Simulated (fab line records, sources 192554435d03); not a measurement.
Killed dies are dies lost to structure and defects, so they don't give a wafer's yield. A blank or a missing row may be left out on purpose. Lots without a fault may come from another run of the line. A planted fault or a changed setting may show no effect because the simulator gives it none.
Chamber matching | flow n5_finfet | N5_BEOL_M4_ETCH_77 on rie_diel-02: 4 sister chambers
The step etches underlayer in N2/H2, target depth 6.5 nm, time 5.2 s. 20 wafers are shown with their chamber, then 10 later ones without.

WAFERS WITH THEIR CHAMBER
wafer  | chamber | showerhead_plenum_p_Torr (Torr) | drypump_motor_current_A (A) | throttle_valve_pct (%)
L075.2 | 2       | 2.50                            | 5.1                         | 18.14
L075.4 | 3       | 2.65                            | 5.4                         | 17.82
L075.6 | 2       | 2.50                            | 5.1                         | 18.11
L077.1 | 2       | 2.50                            | 5.1                         | 18.13
L077.2 | 0       | 2.54                            | 5.4                         | 18.04
L077.5 | 0       | 2.54                            | 5.4                         | 18.05
L076.2 | 0       | 2.54                            | 5.4                         | 18.06
L076.3 | 1       | 2.49                            | 5.1                         | 17.87
L076.5 | 2       | 2.50                            | 5.1                         | 18.13
L079.3 | 1       | 2.48                            | 5.1                         | 17.90
L079.4 | 2       | 2.49                            | 5.1                         | 18.18
L079.5 | 2       | 2.49                            | 5.1                         | 18.15
L080.2 | 2       | 2.49                            | 5.1                         | 18.15
L080.5 | 0       | 2.54                            | 5.4                         | 18.06
L080.6 | 1       | 2.48                            | 5.0                         | 17.90
L082.1 | 3       | 2.65                            | 5.4                         | 17.84
L082.3 | 0       | 2.53                            | 5.4                         | 18.06
L082.5 | 2       | 2.49                            | 5.1                         | 18.16
L090.3 | 1       | 2.47                            | 5.1                         | 17.92
L090.4 | 2       | 2.48                            | 5.1                         | 18.19

SIGNATURES (means of the wafers above)
reading                  | chamber 0 | chamber 1 | chamber 2 | chamber 3 | scatter within a chamber
showerhead_plenum_p_Torr | 2.5380    | 2.4800    | 2.4933    | 2.6500    | 0.00652
drypump_motor_current_A  | 5.400     | 5.075     | 5.100     | 5.400     | 0.0217
throttle_valve_pct       | 18.0540   | 17.8975   | 18.1489   | 17.8300   | 0.0207
Rule: a wafer's distance from a chamber is the root of the sum, over the readings, of the square of ((its reading less the chamber's mean) divided by the reading's scatter). The wafer belongs to the nearest chamber; if the next one is less than 2 further off, it can't be placed. The scatter: the root of (the sum of the squares of (reading less its chamber's mean) over the shown wafers, divided by (wafers less chambers)).

WAFERS WITHOUT THEIR CHAMBER
wafer  | showerhead_plenum_p_Torr (Torr) | drypump_motor_current_A (A) | throttle_valve_pct (%)
L090.5 | 2.48                            | 5.1                         | 18.16
L092.1 | 2.53                            | 5.4                         | 18.09
L092.2 | 2.64                            | 5.4                         | 17.89
L092.3 | 2.48                            | 5.1                         | 18.18
L092.4 | 2.47                            | 5.1                         | 17.93
L092.5 | 2.53                            | 5.4                         | 18.13
L092.6 | 2.47                            | 5.1                         | 17.94
L094.1 | 2.52                            | 5.4                         | 18.12
L094.5 | 2.47                            | 5.1                         | 17.95
L094.6 | 2.52                            | 5.4                         | 18.11

WHICH CHAMBER EACH WENT THROUGH
wafer  | from the rows above | in truth
L090.5 | 2                   | 2
L092.1 | 0                   | 0
L092.2 | 3                   | 3
L092.3 | 2                   | 2
L092.4 | 1                   | 1
L092.5 | 0                   | 0
L092.6 | 1                   | 1
L094.1 | 0                   | 0
L094.5 | 1                   | 1
L094.6 | 0                   | 0
Placed correctly: 10 of 10. Can't be placed from these rows: 0. Placed wrongly: 0.
